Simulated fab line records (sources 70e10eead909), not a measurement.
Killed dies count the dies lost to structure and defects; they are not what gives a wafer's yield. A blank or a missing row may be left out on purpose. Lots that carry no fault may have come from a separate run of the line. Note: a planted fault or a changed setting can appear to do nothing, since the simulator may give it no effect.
Which tool was responsible? | flow nandHarc | 24 lots, 72 wafers sampled, at 6 steps of a route of 1159

## WHAT EACH GAUGE READ, for each wafer
The record lacks any reading of a measuring or inspecting step that a usual standard deviation could be used to judge.

## TOOL THAT RAN EACH LOT (tool first, then ch and the chambers of the sampled wafers, then the start)
lot  | NHARC_A_CHANNEL_HOLE_D1_DEP_01  | NHARC_A_CHANNEL_FILL_D1_ETCHBACK_20 | NHARC_A_STAIRCASE_STRIP_171         | NHARC_A_STAIRCASE_TRIM_14                    | NHARC_A_STAIRCASE_ETCH_190                   | NHARC_A_STAIRCASE_DESCUM_252
L076 | pecvd-02 ch 0,1,2, day 8 23:47  | rieDiel-13 ch 0,1,3, day 10 10:05   | plasmaAsher-01 ch 0,1, day 11 11:12 | rieDiel-08 ch 1,2, day 12 00:27 or earlier   | rieDiel-01 ch 1,2,3, day 12 00:27 or earlier | rieDiel-01 ch 0,1, day 12 00:27
L074 | pecvd-02 ch 0,1,2, day 9 01:18  | rieDiel-10 ch 0,2,3, day 10 10:03   | plasmaAsher-02 ch 0,1, day 11 11:27 | rieDiel-07 ch 0,2,3, day 12 01:31 or earlier | rieDiel-08 ch 0,1, day 12 01:31 or earlier   | rieDiel-08 ch 1,3, day 12 01:31
L077 | pecvd-03 ch 0,1,2, day 9 01:29  | rieDiel-13 ch 2,3, day 10 17:03     | plasmaAsher-01 ch 0,1, day 11 18:34 | rieDiel-07 ch 0,2,3, day 12 12:37 or earlier | rieDiel-08 ch 0,1, day 12 12:37 or earlier   | rieDiel-01 ch 1,2, day 12 12:37
L075 | pecvd-04 ch 0,1,2, day 9 01:45  | rieDiel-11 ch 1,3, day 10 10:04     | plasmaAsher-02 ch 0,1, day 11 13:50 | rieDiel-08 ch 0,1, day 12 04:19 or earlier   | rieDiel-01 ch 0,1,3, day 12 04:19 or earlier | rieDiel-08 ch 0,1,3, day 12 04:19
L078 | pecvd-03 ch 1,2, day 9 07:34    | rieDiel-11 ch 0,1,2, day 10 17:02   | plasmaAsher-02 ch 0,1, day 11 18:35 | rieDiel-07 ch 0,2,3, day 12 11:49 or earlier | rieDiel-08 ch 0,1,3, day 12 11:49 or earlier | rieDiel-01 ch 1,2,3, day 12 11:49
L079 | pecvd-03 ch 0,2, day 9 09:44    | rieDiel-10 ch 0,1,3, day 10 17:01   | plasmaAsher-01 ch 0,1, day 11 18:16 | rieDiel-01 ch 1,2,3, day 12 11:16 or earlier | rieDiel-08 ch 0,1,3, day 12 11:16 or earlier | rieDiel-01 ch 0,1, day 12 11:16
L081 | pecvd-02 ch 0,1, day 9 15:32    | rieDiel-10 ch 0,3, day 10 23:29     | plasmaAsher-01 ch 0,1, day 12 01:50 | rieDiel-07 ch 0,1, day 12 16:43 or earlier   | rieDiel-08 ch 0,1,2, day 12 16:43 or earlier | rieDiel-01 ch 0,1,3, day 12 16:43
L080 | pecvd-02 ch 0,1, day 9 15:43    | rieDiel-11 ch 1,2,3, day 10 23:28   | plasmaAsher-02 ch 0,1, day 12 01:46 | rieDiel-01 ch 1,2, day 12 16:29 or earlier   | rieDiel-07 ch 0,1,2, day 12 16:29 or earlier | rieDiel-01 ch 0,1, day 12 16:29
L082 | pecvd-02 ch 0,1,2, day 10 22:27 | rieDiel-10 ch 0,1, day 12 08:14     | plasmaAsher-01 ch 0,1, day 13 09:52 | rieDiel-01 ch 1,2, day 13 23:32 or earlier   | rieDiel-07 ch 0,1,2, day 13 23:32 or earlier | rieDiel-07 ch 1,2,3, day 13 23:32
L084 | pecvd-02 ch 1,2, day 10 23:02   | rieDiel-11 ch 0,1,3, day 12 08:17   | plasmaAsher-02 ch 0,1, day 13 10:02 | rieDiel-08 ch 1,2,3, day 14 00:52 or earlier | rieDiel-01 ch 0,2,3, day 14 00:52 or earlier | rieDiel-08 ch 0,2, day 14 00:52
L083 | pecvd-03 ch 0,1,2, day 11 02:11 | rieDiel-13 ch 0,1,2, day 12 11:36   | plasmaAsher-01 ch 0,1, day 13 13:51 | rieDiel-07 ch 0,1, day 14 05:03 or earlier   | rieDiel-07 ch 0,3, day 14 05:03 or earlier   | rieDiel-07 ch 0,1,3, day 14 05:03
L086 | pecvd-04 ch 0,1, day 11 07:58   | rieDiel-10 ch 0,1,3, day 12 16:12   | plasmaAsher-02 ch 0,1, day 13 17:45 | rieDiel-01 ch 2,3, day 14 09:51 or earlier   | rieDiel-08 ch 1,2, day 14 09:51 or earlier   | rieDiel-07 ch 1,2,3, day 14 09:51
L088 | pecvd-03 ch 0,1,2, day 11 08:11 | rieDiel-11 ch 0,2,3, day 12 16:11   | plasmaAsher-01 ch 0,1, day 13 18:07 | rieDiel-01 ch 0,1,3, day 14 10:38 or earlier | rieDiel-07 ch 0,2, day 14 10:38 or earlier   | rieDiel-08 ch 0,1, day 14 10:38
L085 | pecvd-04 ch 1,2, day 11 09:29   | rieDiel-11 ch 1,2,3, day 12 20:18   | plasmaAsher-01 ch 0,1, day 13 21:43 | rieDiel-01 ch 2,3, day 14 14:31 or earlier   | rieDiel-07 ch 0,1, day 14 14:31 or earlier   | rieDiel-07 ch 1,3, day 14 14:31
L087 | pecvd-04 ch 0,1,2, day 12 01:36 | rieDiel-10 ch 0,1,3, day 13 11:53   | plasmaAsher-01 ch 0,1, day 14 13:07 | rieDiel-07 ch 1,3, day 15 05:13 or earlier   | rieDiel-07 ch 0,1,2, day 15 05:13 or earlier | rieDiel-08 ch 0,2,3, day 15 05:13
L089 | pecvd-03 ch 0,1, day 12 01:54   | rieDiel-13 ch 0,2,3, day 13 11:55   | plasmaAsher-02 ch 0,1, day 14 13:25 | rieDiel-01 ch 0,1, day 15 04:17 or earlier   | rieDiel-01 ch 0,1,3, day 15 04:17 or earlier | rieDiel-07 ch 0,1,3, day 15 04:17
L090 | pecvd-03 ch 0,1,2, day 12 11:48 | rieDiel-11 ch 0,1, day 13 21:25     | plasmaAsher-02 ch 0,1, day 15 01:26 | rieDiel-08 ch 0,3, day 15 14:44 or earlier   | rieDiel-08 ch 0,1,2, day 15 14:44 or earlier | rieDiel-08 ch 0,2,3, day 15 14:44
L091 | pecvd-02 ch 1,2, day 12 20:52   | rieDiel-11 ch 0,1,3, day 14 05:31   | plasmaAsher-02 ch 0,1, day 15 11:39 | rieDiel-07 ch 0,2,3, day 16 02:17 or earlier | rieDiel-08 ch 0,2, day 16 02:17 or earlier   | rieDiel-08 ch 2,3, day 16 02:17
L092 | pecvd-04 ch 0,1,2, day 12 21:55 | rieDiel-13 ch 0,2,3, day 14 05:31   | plasmaAsher-02 ch 0,1, day 15 12:08 | rieDiel-01 ch 0,3, day 16 01:55 or earlier   | rieDiel-08 ch 0,2,3, day 16 01:55 or earlier | rieDiel-08 ch 0,2,3, day 16 01:55
L093 | pecvd-04 ch 1,2, day 13 03:46   | rieDiel-13 ch 1,2,3, day 14 12:57   | plasmaAsher-01 ch 0,1, day 15 15:37 | rieDiel-01 ch 0,1,2, day 16 05:52 or earlier | rieDiel-07 ch 0,1,2, day 16 05:52 or earlier | rieDiel-07 ch 0,1,2, day 16 05:52
L094 | pecvd-04 ch 0,1,2, day 13 03:59 | rieDiel-10 ch 1,2, day 14 12:56     | plasmaAsher-02 ch 0,1, day 15 15:29 | rieDiel-07 ch 1,2,3, day 16 05:38 or earlier | rieDiel-01 ch 0,2,3, day 16 05:38 or earlier | rieDiel-01 ch 0,1,3, day 16 05:38
L095 | pecvd-03 ch 0,1,2, day 13 18:25 | rieDiel-10 ch 1,2,3, day 15 03:28   | plasmaAsher-01 ch 0,1, day 16 06:43 | rieDiel-08 ch 1,2,3, day 16 20:49 or earlier | rieDiel-01 ch 0,1,3, day 16 20:49 or earlier | rieDiel-07 ch 0,1,2, day 16 20:49
L096 | pecvd-04 ch 0,1, day 13 18:44   | rieDiel-13 ch 1,2,3, day 15 07:10   | plasmaAsher-01 ch 0,1, day 16 09:49 | rieDiel-08 ch 1,2,3, day 17 02:32 or earlier | rieDiel-01 ch 0,1,2, day 17 02:32 or earlier | rieDiel-07 ch 0,2,3, day 17 02:32
L097 | pecvd-02 ch 1,2, day 14 00:07   | rieDiel-11 ch 0,1,2, day 15 13:37   | plasmaAsher-01 ch 0,1, day 16 15:47 | rieDiel-07 ch 0,1,3, day 17 04:58 or earlier | rieDiel-07 ch 0,1,2, day 17 04:58 or earlier | rieDiel-08 ch 0,2,3, day 17 04:58
- NHARC_A_CHANNEL_HOLE_D1_DEP_01: deposits SiON, target thk 140 nm.
- NHARC_A_CHANNEL_FILL_D1_ETCHBACK_20: etches the open film in C4F8/O2/Ar, target depth 27 nm, time 13.5 s.
- NHARC_A_STAIRCASE_STRIP_171: strips in O2.
- NHARC_A_STAIRCASE_TRIM_14: chemistry O2, time 211.2 s.
- NHARC_A_STAIRCASE_ETCH_190: etches the open film in C4F8/O2, target depth 100 nm, time 40.5 s.
- NHARC_A_STAIRCASE_DESCUM_252: chemistry O2, time 3 s.

## AS READ BY THE TOOLS THEMSELVES (means over the sampled wafers that have a number; for cases with no such wafer, the mark the record gives instead)
NHARC_A_CHANNEL_HOLE_D1_DEP_01. Usual: heaterPowerW reads 725 W (standard deviation 99).
lot  | tool     | heaterPowerW (W) | flag
L076 | pecvd-02 | 850              | 
L074 | pecvd-02 | 823              | 
L077 | pecvd-03 | 698              | 
L075 | pecvd-04 | 667              | 
L078 | pecvd-03 | 658              | 
L079 | pecvd-03 | 702              | 
L081 | pecvd-02 | 786              | 
L080 | pecvd-02 | 806              | 
L082 | pecvd-02 | 776              | 
L084 | pecvd-02 | 798              | 
L083 | pecvd-03 | 717              | 
L086 | pecvd-04 | 644              | 
L088 | pecvd-03 | 678              | 
L085 | pecvd-04 | 628              | 
L087 | pecvd-04 | 649              | 
L089 | pecvd-03 | 684              | 
L090 | pecvd-03 | 630              | 
L091 | pecvd-02 | 810              | 
L092 | pecvd-04 | 653              | 
L093 | pecvd-04 | 615              | 
L094 | pecvd-04 | 687              | 
L095 | pecvd-03 | 801              | 
L096 | pecvd-04 | 690              | 
L097 | pecvd-02 | 759              | 

NHARC_A_CHANNEL_FILL_D1_ETCHBACK_20. Usual: oesProductAu 0.97 a.u., standard deviation 0.038; rfVppV 978 V, standard deviation 6.7.
lot  | tool       | oesProductAu (a.u.) | rfVppV (V) | flag
L076 | rieDiel-13 | 0.93                | 976        | 
L074 | rieDiel-10 | 0.99                | 979        | 
L077 | rieDiel-13 | 0.92                | 978        | 
L075 | rieDiel-11 | 1.01                | 982        | 
L078 | rieDiel-11 | 1.01                | 973        | 
L079 | rieDiel-10 | 0.99                | 980        | 
L081 | rieDiel-10 | 0.98                | 977        | 
L080 | rieDiel-11 | 1.00                | 979        | 
L082 | rieDiel-10 | 1.00                | 983        | 
L084 | rieDiel-11 | 0.92                | 978        | 
L083 | rieDiel-13 | 0.93                | 973        | 
L086 | rieDiel-10 | 0.99                | 980        | 
L088 | rieDiel-11 | 0.99                | 976        | 
L085 | rieDiel-11 | 0.92                | 980        | 
L087 | rieDiel-10 | 0.93                | 980        | 
L089 | rieDiel-13 | 1.01                | 975        | 
L090 | rieDiel-11 | 0.93                | 976        | 
L091 | rieDiel-11 | 0.92                | 979        | 
L092 | rieDiel-13 | 1.01                | 975        | 
L093 | rieDiel-13 | 1.01                | 976        | 
L094 | rieDiel-10 | 1.00                | 986        | 
L095 | rieDiel-10 | 0.95                | 985        | 
L096 | rieDiel-13 | 1.00                | 977        | 
L097 | rieDiel-11 | 0.92                | 974        | 

NHARC_A_STAIRCASE_STRIP_171. Usual: drypumpMotorCurrentA 5.7 A, standard deviation 0.45; heaterPowerW 329 W, standard deviation 25.
lot  | tool           | drypumpMotorCurrentA (A) | heaterPowerW (W) | flag
L076 | plasmaAsher-01 | 5.4                      | 324              | 
L074 | plasmaAsher-02 | 5.7                      | 333              | 
L077 | plasmaAsher-01 | 5.7                      | 320              | 
L075 | plasmaAsher-02 | 6.0                      | 358              | 
L078 | plasmaAsher-02 | 5.7                      | 336              | 
L079 | plasmaAsher-01 | 5.7                      | 320              | 
L081 | plasmaAsher-01 | 5.7                      | 326              | 
L080 | plasmaAsher-02 | 6.0                      | 356              | 
L082 | plasmaAsher-01 | 5.7                      | 307              | 
L084 | plasmaAsher-02 | 5.7                      | 336              | 
L083 | plasmaAsher-01 | 5.4                      | 314              | 
L086 | plasmaAsher-02 | 5.7                      | 335              | 
L088 | plasmaAsher-01 | 5.4                      | 321              | 
L085 | plasmaAsher-01 | 5.7                      | 314              | 
L087 | plasmaAsher-01 | 5.4                      | 318              | 
L089 | plasmaAsher-02 | 6.0                      | 351              | 
L090 | plasmaAsher-02 | 6.0                      | 356              | 
L091 | plasmaAsher-02 | 6.0                      | 352              | 
L092 | plasmaAsher-02 | 6.1                      | 354              | 
L093 | plasmaAsher-01 | 5.7                      | 309              | 
L094 | plasmaAsher-02 | 5.7                      | 337              | 
L095 | plasmaAsher-01 | 5.7                      | 310              | 
L096 | plasmaAsher-01 | 5.4                      | 317              | 
L097 | plasmaAsher-01 | 5.4                      | 320              | 

NHARC_A_STAIRCASE_TRIM_14. Usual: drypumpMotorCurrentA 5.7 A, standard deviation 0.43; oesProductAu 1.001 a.u., standard deviation 0.0089; rfVppV 57.8 V, standard deviation 0.92; showerheadPlenumPTorr 3.47 Torr, standard deviation 0.13; throttleValvePct 17.035 %, standard deviation 0.0089.
lot  | tool       | drypumpMotorCurrentA (A) | oesProductAu (a.u.) | rfVppV (V) | showerheadPlenumPTorr (Torr) | throttleValvePct (%) | flag
L076 | rieDiel-08 | 5.8                      | 0.991               | 58.1       | 3.42                         | 17.040               | 
L074 | rieDiel-07 | 5.7                      | 0.998               | 57.8       | 3.61                         | 17.045               | 
L077 | rieDiel-07 | 5.7                      | 1.004               | 58.6       | 3.61                         | 17.028               | 
L075 | rieDiel-08 | 5.7                      | 1.004               | 57.1       | 3.39                         | 17.043               | 
L078 | rieDiel-07 | 5.7                      | 1.005               | 58.0       | 3.61                         | 17.040               | 
L079 | rieDiel-01 | 5.5                      | 1.000               | 58.4       | 3.49                         | 17.037               | 
L081 | rieDiel-07 | 5.7                      | 1.006               | 57.6       | 3.68                         | 17.033               | 
L080 | rieDiel-01 | 5.7                      | 1.005               | 57.8       | 3.53                         | 17.037               | 
L082 | rieDiel-01 | 5.7                      | 0.999               | 58.1       | 3.53                         | 17.036               | 
L084 | rieDiel-08 | 5.7                      | 0.995               | 56.8       | 3.40                         | 17.034               | 
L083 | rieDiel-07 | 5.8                      | 1.011               | 58.0       | 3.67                         | 17.038               | 
L086 | rieDiel-01 | 5.6                      | 0.991               | 58.1       | 3.52                         | 17.032               | 
L088 | rieDiel-01 | 5.7                      | 0.997               | 57.6       | 3.37                         | 17.033               | 
L085 | rieDiel-01 | 5.6                      | 0.993               | 57.4       | 3.52                         | 17.025               | 
L087 | rieDiel-07 | 5.6                      | 1.007               | 57.3       | 3.49                         | 17.038               | 
L089 | rieDiel-01 | 6.2                      | 1.008               | 58.4       | 3.31                         | 17.030               | 
L090 | rieDiel-08 | 5.7                      | 0.998               | 58.1       | 3.32                         | 17.043               | 
L091 | rieDiel-07 | 5.7                      | 1.006               | 58.0       | 3.59                         | 17.036               | 
L092 | rieDiel-01 | 6.3                      | 1.005               | 57.1       | 3.35                         | 17.033               | 
L093 | rieDiel-01 | 5.9                      | 1.006               | 57.3       | 3.41                         | 17.032               | 
L094 | rieDiel-07 | 5.6                      | 1.009               | 57.8       | 3.50                         | 17.034               | 
L095 | rieDiel-08 | 5.7                      | 0.999               | 57.4       | 3.39                         | 17.034               | 
L096 | rieDiel-08 | 5.7                      | 0.998               | 56.6       | 3.38                         | 17.029               | 
L097 | rieDiel-07 | 5.6                      | 0.999               | 57.5       | 3.56                         | 17.031               | 

NHARC_A_STAIRCASE_ETCH_190. Usual: oesProductAu 0.941 a.u., standard deviation 0.01; rfVppV 894 V, standard deviation 5.2.
lot  | tool       | oesProductAu (a.u.) | rfVppV (V) | flag
L076 | rieDiel-01 | 0.945               | 895        | 
L074 | rieDiel-08 | 0.933               | 893        | 
L077 | rieDiel-08 | 0.926               | 892        | 
L075 | rieDiel-01 | 0.946               | 891        | 
L078 | rieDiel-08 | 0.936               | 891        | 
L079 | rieDiel-08 | 0.934               | 891        | 
L081 | rieDiel-08 | 0.944               | 891        | 
L080 | rieDiel-07 | 0.957               | 900        | 
L082 | rieDiel-07 | 0.952               | 899        | 
L084 | rieDiel-01 | 0.940               | 894        | 
L083 | rieDiel-07 | 0.936               | 902        | 
L086 | rieDiel-08 | 0.928               | 893        | 
L088 | rieDiel-07 | 0.943               | 902        | 
L085 | rieDiel-07 | 0.953               | 900        | 
L087 | rieDiel-07 | 0.945               | 899        | 
L089 | rieDiel-01 | 0.931               | 890        | 
L090 | rieDiel-08 | 0.944               | 891        | 
L091 | rieDiel-08 | 0.932               | 888        | 
L092 | rieDiel-08 | 0.938               | 888        | 
L093 | rieDiel-07 | 0.950               | 897        | 
L094 | rieDiel-01 | 0.948               | 893        | 
L095 | rieDiel-01 | 0.933               | 889        | 
L096 | rieDiel-01 | 0.944               | 891        | 
L097 | rieDiel-07 | 0.953               | 898        | 

NHARC_A_STAIRCASE_DESCUM_252. Usual: drypumpMotorCurrentA 5.7 A, standard deviation 0.41; oesProductAu 1.000 a.u., standard deviation 0.009; rfVppV 57.6 V, standard deviation 0.88; showerheadPlenumPTorr 1.86 Torr, standard deviation 0.073; throttleValvePct 11.311 %, standard deviation 0.0082.
lot  | tool       | drypumpMotorCurrentA (A) | oesProductAu (a.u.) | rfVppV (V) | showerheadPlenumPTorr (Torr) | throttleValvePct (%) | flag
L076 | rieDiel-01 | 5.6                      | 1.008               | 57.0       | 1.80                         | 11.317               | 
L074 | rieDiel-08 | 5.5                      | 1.006               | 57.1       | 1.83                         | 11.309               | 
L077 | rieDiel-01 | 5.7                      | 1.004               | 57.1       | 1.92                         | 11.304               | 
L075 | rieDiel-08 | 5.6                      | 1.010               | 57.7       | 1.83                         | 11.310               | 
L078 | rieDiel-01 | 5.5                      | 0.996               | 57.5       | 1.89                         | 11.313               | 
L079 | rieDiel-01 | 6.2                      | 1.013               | 56.9       | 1.79                         | 11.309               | 
L081 | rieDiel-01 | 5.7                      | 0.994               | 57.8       | 1.82                         | 11.315               | 
L080 | rieDiel-01 | 6.2                      | 1.007               | 56.9       | 1.79                         | 11.314               | 
L082 | rieDiel-07 | 5.6                      | 1.007               | 58.4       | 1.91                         | 11.315               | 
L084 | rieDiel-08 | 5.9                      | 0.995               | 57.5       | 1.82                         | 11.305               | 
L083 | rieDiel-07 | 5.6                      | 1.003               | 57.5       | 1.94                         | 11.314               | 
L086 | rieDiel-07 | 5.6                      | 1.004               | 57.2       | 1.90                         | 11.305               | 
L088 | rieDiel-08 | 5.7                      | 0.995               | 57.7       | 1.82                         | 11.315               | 
L085 | rieDiel-07 | 5.5                      | 0.996               | 58.2       | 1.89                         | 11.312               | 
L087 | rieDiel-08 | 5.8                      | 0.999               | 58.2       | 1.80                         | 11.308               | 
L089 | rieDiel-07 | 5.6                      | 0.995               | 56.7       | 1.94                         | 11.314               | 
L090 | rieDiel-08 | 5.8                      | 1.000               | 57.4       | 1.80                         | 11.311               | 
L091 | rieDiel-08 | 5.9                      | 0.998               | 57.0       | 1.81                         | 11.315               | 
L092 | rieDiel-08 | 5.8                      | 1.004               | 57.1       | 1.80                         | 11.304               | 
L093 | rieDiel-07 | 5.8                      | 1.009               | 57.6       | 1.95                         | 11.309               | 
L094 | rieDiel-01 | 5.7                      | 1.003               | 57.6       | 1.82                         | 11.307               | 
L095 | rieDiel-07 | 5.8                      | 1.004               | 57.6       | 1.95                         | 11.313               | 
L096 | rieDiel-07 | 5.6                      | 0.996               | 57.9       | 1.95                         | 11.308               | 
L097 | rieDiel-08 | 5.7                      | 0.992               | 57.2       | 1.80                         | 11.311               | 

## THE ANSWER, worked out from the rows above alone
Rule: take the mean of a lot's wafers that have a number; if it is more than 3 standard deviations from the usual mean, the lot is off. A lot without any number at a reading at which 4 lots or more have one is off too. All remaining lots with rows at the step are treated as sound. First the gauges in route order, then the tools' own readings, where a lot's mean is used as printed above. The first step at which some lot is off is used, and at that step the reading that is off furthest; a lot without a number counts as furthest.
No lot is off at any reading shown: from this, nothing can be told.

## WHAT WAS PUT IN BY THE SIMULATOR
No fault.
